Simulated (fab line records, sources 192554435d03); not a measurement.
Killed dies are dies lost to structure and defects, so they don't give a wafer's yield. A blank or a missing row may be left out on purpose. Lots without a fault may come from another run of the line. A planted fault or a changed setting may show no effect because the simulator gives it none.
fab line records | flow n5_finfet
record lots=3 wafers=9 last_day=17
route steps=1938 shown BEOL_M4@1100 BEOL_M5@1112 PASSIVATION@1936
lots that met no fault: from a run of the same line without faults
start_h: hours from the record's first day to the start of the lot's first wafer shown | wait_h: hours since the lot's step before | " the same as in the row above | L1.1+2: a row that stands for several wafers | - no value, or no start given | * or withheld: withheld | < > ~ a bound
route shown NAME@n: a module of which the file shows steps, and the number in the route of the first | usual: mean/standard deviation of fault-free wafers | same: alike in all rows | chamber/n: place in a boat | sites: the reading at each site | _std_site: their standard deviation | _edge_site: outer sites' mean less inner sites' | radius_mm: how far each site lies from the wafer's centre | mask NAME#n: copy n | behind: the tool/chamber that last shaped the wafer | hold: why the lot was held/for how many hours/how that ended | device: the transistor (n, p or np) that didn't switch | end of line: the same wafers' tests at the end of the route | a step without rows: its recipe alone | killed: dies lost to structure and defects at the first sort, not the wafer's yield | map: a wafer's dies, x killed, . not, _ none there
set.NAME: the setting as run; set.NAME@STEP: as run at that earlier step | model.NAME: the simulator's own value behind a step, which no gauge read
lots at some steps of the route; a table a step, a row a wafer
services: from which hour (start_h, from the record's first day; less than 0 if before it) a tool's chamber was out of use, for how many hours, and why
## steps
# step N5_BEOL_M4_SPUTTER_96
# recipe material=Cu target_thk_a=45 temp_c=-20 chamber_pressure_pa=0.07 power_w=withheld time_s=8.29
# step N5_BEOL_M4_ECD_50
# recipe material=Cu target_thk_a=3000
# step N5_BEOL_M4_ANNEAL_51
# recipe temp_c=225 time_s=90 ambient=N2
# step N5_BEOL_M4_CMP_52
# recipe stop_on=SiOC t_overpolish_s=6.8 down_force_psi=1 platen_rpm=50 clearing_platen_down_force_psi=1.5 clearing_platen_rpm=50 post_cmp_clean=cu_alkaline target_thk_nm=40 clearing_platen_pad_velocity_m_s=0.99484 pad_velocity_m_s=0.99484
# step N5_BEOL_M4_PRE_CLEAN_60
# recipe gas=NH3/H2 time_s=15 temp_c=* rf_power_w=300
# step N5_BEOL_M4_CO_CAP_55
# recipe material=Co target_thk_a=20 temp_c=200 precursor=CCTBA/H2 pressure_torr=30 time_s=102.1
# step N5_BEOL_M4_PRE_CLEAN_56
# recipe gas=NH3 time_s=15 temp_c=withheld rf_power_w=300
# step N5_BEOL_M4_DEP_57
# recipe material=SiCN target_thk_a=80 temp_c=withheld precursor=3MS/NH3 pressure_torr=3 rf_w=202 time_s=14
# step N5_BEOL_M5_ILD_DEP_00
# recipe material=SiCOH_lowk target_thk_a=1406.4 temp_c=300 precursor=DEMS/porogen pressure_torr=5 rf_w=500 time_s=25.9
# usual heater_power_w=370/59 showerhead_plenum_p_Torr=5.738/0.016 throttle_valve_pct=13.8/0.48
# same time_s=25.9
# columns lot.wafer tool chamber start_h wait_h heater_power_w showerhead_plenum_p_Torr throttle_valve_pct
L208.1 pecvd-02 1 221.98 0.8 382 5.772 14.0
L208.2 " 0 " " 304 5.736 14.2
L208.6 " 1 " " 381 5.766 14.0
L212.1 pecvd-04 2 251.29 0.8 414 5.705 14.3
L212.3 " 1 " " 342 5.726 13.7
L212.5 " 0 " " 423 5.728 14.1
L221.2 pecvd-02 1 310.65 0.7 381 5.748 13.9
L221.3 " 0 " " 295 5.747 14.1
L221.6 " 1 " " 388 5.766 13.9
# step N5_BEOL_M5_CURE_79
# recipe temp_c=385 time_s=240 ambient=He/Ar material=SiCOH_lowk
# step N5_BEOL_M5_PECVD_70
# recipe material=SiO2 target_thk_a=160 temp_c=400 precursor=TEOS/O2 pressure_torr=5.5 rf_w=450 teos_flow_sccm=53.8 gas=O2 flow_sccm=3000 time_s=18
# step N5_BEOL_M5_HM_DEP_02
# recipe material=TiN target_thk_a=200 temp_c=25 chamber_pressure_pa=0.49996
# step N5_BEOL_M5_COAT_59
# recipe resist=SOC temp_c=250 time_s=60 spin_rpm=1500 resist_thk_nm=60
# step N5_BEOL_M5_COAT_60
# recipe resist=SiARC temp_c=220 time_s=60 spin_rpm=1500 resist_thk_nm=12
# step N5_BEOL_M5_COAT_71
# recipe resist=underlayer temp_c=205 time_s=60 spin_rpm=1500 resist_thk_nm=5
# step N5_BEOL_M5_COAT_05
# recipe resist=CAR-EUV spin_rpm=1500 resist_thk_nm=30
# step N5_BEOL_M5_EBR_07
# recipe solvent=PGMEA ebr_width_mm=1.5
# step N5_BEOL_M5_SOFTBAKE_06
# recipe temp_c=110 time_s=60 resist=CAR-EUV
# step N5_BEOL_M5_EXPOSE_08
# recipe mask_id=M5 na=0.33 source_shape=annular sigma_inner=0.4 sigma_outer=0.8 polarization=unpolarized target_cd_nm=28 dose_mj=35.75
# step N5_BEOL_M5_PEB_09
# recipe peb_temp_c=100 peb_time_s=60 resist=CAR-EUV
# step N5_BEOL_M5_DEVELOP_10
# recipe develop_time_s=30 developer=TMAH resist=CAR-EUV rinse_liquid=surfactant_rinse dry=air_spin dev_temp_c=23
# step N5_BEOL_M5_DESCUM_16
# recipe chemistry=O2 time_s=7 source_power_w=50 bias_power_w=20 pressure_mtorr=20 rf_frequency_hz=2.712e+07 temp_c=40 resist=CAR-EUV o2_flow_sccm=225
# step N5_BEOL_M5_ETCH_72
# recipe chemistry=N2/H2 target=underlayer target_depth_a=65 mask_material=CAR-EUV time_s=5.2 ion_energy_ev=200 pressure_mtorr=30 source_w=840 bias_w=150 n2_flow_sccm=200 h2_flow_sccm=200 ends=cleared
# step N5_BEOL_M5_ETCH_61
# recipe chemistry=CF4 target=SiARC target_depth_a=156 mask_material=CAR-EUV time_s=26 ion_energy_ev=80 pressure_mtorr=40 source_w=545 bias_w=36 Ar_flow_sccm=100 cf4_flow_sccm=100 ends=cleared
# step N5_BEOL_M5_ETCH_62
# recipe chemistry=N2/H2 target=SOC target_depth_a=750 overetch_a=150 mask_material=SiARC temp_c=40 time_s=112.5 ion_energy_ev=200 pressure_mtorr=30 source_w=840 bias_w=150 n2_flow_sccm=200 h2_flow_sccm=200
# step N5_BEOL_M5_STRIP_63
# recipe chemistry=N2/H2 temp_c=40 n2_flow_sccm=200 h2_flow_sccm=200 rf_frequency_hz=6e+07
# step N5_BEOL_M5_STRIP_73
# recipe chemistry=N2/H2 temp_c=40 n2_flow_sccm=200 h2_flow_sccm=200 rf_frequency_hz=6e+07
# step N5_BEOL_M5_STRIP_64
# recipe chemistry=CF4 resist=SiARC power_w=300 bias_power_w=75 pressure_mtorr=50 cf4_flow_sccm=150 rf_frequency_hz=6e+07
# step N5_BEOL_M5_HM_OPEN_17
# recipe chemistry=Cl2/BCl3 target_depth_a=200 overetch_a=60 target=TiN mask_material=SOC ion_energy_ev=150 pressure_mtorr=10 icp_w=1000 bias_w=126 Cl2_flow_sccm=53.25 bcl3_flow_sccm=21.75 Ar_flow_sccm=25
# step N5_BEOL_M5_STRIP_19
# recipe chemistry=O2 power_w=400 temp_c=40 pressure_mtorr=30 rf_frequency_hz=6e+07 bias_power_w=0 overash_fraction=0.2 o2_flow_sccm=225
# step N5_BEOL_M5_COAT_65
# recipe resist=SOC temp_c=250 time_s=60 spin_rpm=1500 resist_thk_nm=60
# step N5_BEOL_M5_COAT_66
# recipe resist=SiARC temp_c=220 time_s=60 spin_rpm=1500 resist_thk_nm=12
# step N5_BEOL_M5_COAT_74
# recipe resist=underlayer temp_c=205 time_s=60 spin_rpm=1500 resist_thk_nm=5
# step N5_PASSIVATION_PROBE_49
# usual defect_limited_yield=90.9/1.5 killed_at_M0_to_M3=35/10 killed_at_M4_up=14/5.2 killed_at_contacts=13/7.3 killed_at_front_end=42/12 killed_at_other=3.4/2.5 killed_dies=108/18 killed_on_rim=14/4.2 killed_open=70/13 killed_short=35/8 sort_bin_5_function=5.4/1 sort_bin_6_memory=3.4/0.71 sort_n_pass=1072/18 sort_yield_pct=90.9/1.5
# same gross_dies=1180 killed_at_back_side=0 sort_bin_4_leakage[%]=0 sort_bin_8_speed[%]=0
# columns lot.wafer tool chamber start_h wait_h defect_limited_yield[%] killed_at_M0_to_M3 killed_at_M4_up killed_at_contacts killed_at_front_end killed_at_other killed_dies killed_on_rim killed_open killed_short sort_bin_5_function[%] sort_bin_6_memory[%] sort_n_pass sort_yield_pct[%]
L212.1 prober-01 - 366.35 0.0 89.8 32 16 17 55 0 120 10 74 41 6.4 3.1 1060 89.8
L212.3 prober-01 - 366.45 0.1 89.7 26 11 8 72 4 121 13 81 38 6.0 4.0 1059 89.7
L212.5 prober-01 - 366.55 0.2 91.9 23 16 13 40 3 95 16 64 31 4.8 3.0 1085 91.9
L221.2 prober-01 - 417.92 0.1 92.1 25 13 2 47 6 93 7 66 27 4.2 3.1 1087 92.1
L221.3 prober-01 - 417.97 0.1 83.7 39 79 11 54 9 192 31 68 53 11.1 4.2 988 83.7
L221.6 prober-01 - 418.12 0.3 90.0 34 19 15 45 5 118 13 74 40 5.3 4.5 1062 90.0
# killed by level:class
L212.1 FIN_SAQP:geometric_particle:short=23 FIN_SAQP:geometric_particle:open=15 MOL_CONTACT_COAG:geometric_particle:open=12 BEOL_M2:geometric_particle:open=12 BEOL_M3:geometric_particle:open=7 BEOL_M8:geometric_particle:open=5 BEOL_M0_SAQP:geometric_particle:open=5 DUMMY_GATE:geometric_particle:open=4
L212.3 STI_FIN_REVEAL:geometric_particle:open=23 FIN_SAQP:geometric_particle:short=12 DUMMY_GATE:geometric_particle:open=11 FIN_SAQP:geometric_particle:open=7 MOL_CONTACT_COAG:geometric_particle:open=7 BEOL_M2:geometric_particle:open=5 BEOL_M0_SAQP:geometric_particle:open=4 BEOL_M0_SAQP:geometric_particle:short=4
L212.5 MOL_CONTACT_COAG:geometric_particle:open=11 BEOL_M3:geometric_particle:open=10 STI_FIN_REVEAL:geometric_particle:open=9 FIN_SAQP:geometric_particle:open=7 FIN_SAQP:geometric_particle:short=5 BEOL_M4:geometric_particle:open=5 DUMMY_GATE:geometric_particle:open=4 BEOL_M0_SAQP:geometric_particle:open=4
L221.2 FIN_SAQP:geometric_particle:open=21 BEOL_M2:geometric_particle:open=9 FIN_SAQP:geometric_particle:short=8 STI_FIN_REVEAL:geometric_particle:open=5 DUMMY_GATE:geometric_particle:open=5 PASS1_CAP:geometric_particle:open=5 GATE_CUT:geometric_particle:short=4 BEOL_M0_SAQP:geometric_particle:open=4
L221.3 BEOL_M5:unspecified=69 FIN_SAQP:geometric_particle:short=22 FIN_SAQP:geometric_particle:open=14 BEOL_M2:geometric_particle:open=10 MOL_CONTACT_COAG:geometric_particle:open=10 BEOL_M3:geometric_particle:open=8 STI_FIN_REVEAL:geometric_particle:open=6 BEOL_M0_SAQP:geometric_particle:short=6
L221.6 BEOL_M2:geometric_particle:open=16 FIN_SAQP:geometric_particle:short=14 MOL_CONTACT_COAG:geometric_particle:open=13 FIN_SAQP:geometric_particle:open=12 BEOL_M4:geometric_particle:open=7 BEOL_M0_SAQP:geometric_particle:short=7 GATE_CUT:geometric_particle:short=5 STI_FIN_REVEAL:geometric_particle:open=4
# map L221.3 (x killed, . not)
_________________............________________
______________......x..........._____________
___________....x.x......x...x..x.x.__________
__________..x.x.x...........x..x...._________
________.......x...xx............x...._______
_______x......................x...xx...______
______..............x.....x...........x._____
_____................x...............x..x____
____.............x...x.......x...........x___
___..x.......x...........xx................__
___...........x......x........xx....x...x..__
__.........x.x.......x.............x......x._
__.........x.......x.x........x............._
_.......................xx.................x.
_.x......x........xx.....xx..................
_..x.x..........x.......x...........x.x......
_.....................x..x...x...............
_..x........x.xx.............x...............
_.........x...................x.............x
_.......x.xx..........x..x..x............x...
_..xx.............................xx........x
__......x.....xx....x..................x...._
__..........x.....x.............x..........._
___..x..x.....x..........x.................__
___.............xxx.x........x.......x..x..__
____x...x.x.xxx.x.......x............xx...___
_____...xxxxxx.x.x..x....................____
______.xxxxxxxxxxx.....x........x......._____
_______xxxxxxxxx..x.....x...........x..______
________xxxxxxxxxxxx..............x..._______
__________xxxxxxxxx................._________
___________xxxxxxx.x.x.x......x...x__________
______________xxxx.x.........x.._____________
_________________x..x........________________
# map L208.1 (x killed, . not)
_________________............________________
______________x......x.....x...._____________
___________.x.........x....x......x__________
__________.x...........x.......x...._________
________...x.....x....x..x......x....._______
_______.........x..............x.......______
______.......x.....x........x..........._____
_____.x.................x...x....x.......____
____..............x....x..................___
___.........x...............x............x.__
___................................x.......__
__.......xx.........x...x.................x._
__...................x....x.x...x..........._
_.....x......................xx..............
_.....xx....x..x.....x.x....x................
_...x.x....................x.........x.......
_............x..............x..............x.
_...x..........xx........x.x...x.............
_........x......x...........x.x..............
_........x..............x....x...............
_..............x...........x................x
__.x.......x........x......................._
__................xxx...x......x.......x...._
___...x.....xxx....x........x....x.........__
___.......x.....x....x.......x..x...x......__
____.x....................................___
_____x................................x..____
______..........xx.x..x.xx......x....x.x_____
_______...x.....x...................x..______
________x...xx..x.............x......._______
__________......x..x..x............._________
___________........................__________
______________................x._____________
_________________......x.....________________
## services
# columns tool chamber start_h hours kind
pecvd-04 1 222.69 5.5 scheduled_down
pecvd-04 0 228.15 2.1 scheduled_down
pecvd-02 1 234.64 2.1 scheduled_down
## key
first_sign step=N5_PASSIVATION_PROBE_49 reading=killed_at_M4_up direction=up sigmas=12 usual=14 struck=79
effect step=N5_PASSIVATION_PROBE_49 reading=defect_limited_yield direction=down sigmas=4.7 usual=90.9 struck=83.7
more_kills_born_at N5_BEOL_M5_ILD_DEP_00@pecvd-02=69
met_at N5_BEOL_M5_ILD_DEP_00
struck_wafers L221.3
onset_between 221.98 310.65
fault kind=chamber_particle_source tool=pecvd-02 chamber=0 onset_h=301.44 steps=N5_BEOL_M5_ILD_DEP_00 rate_per_visit_cm2=0.40636 end_h=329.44
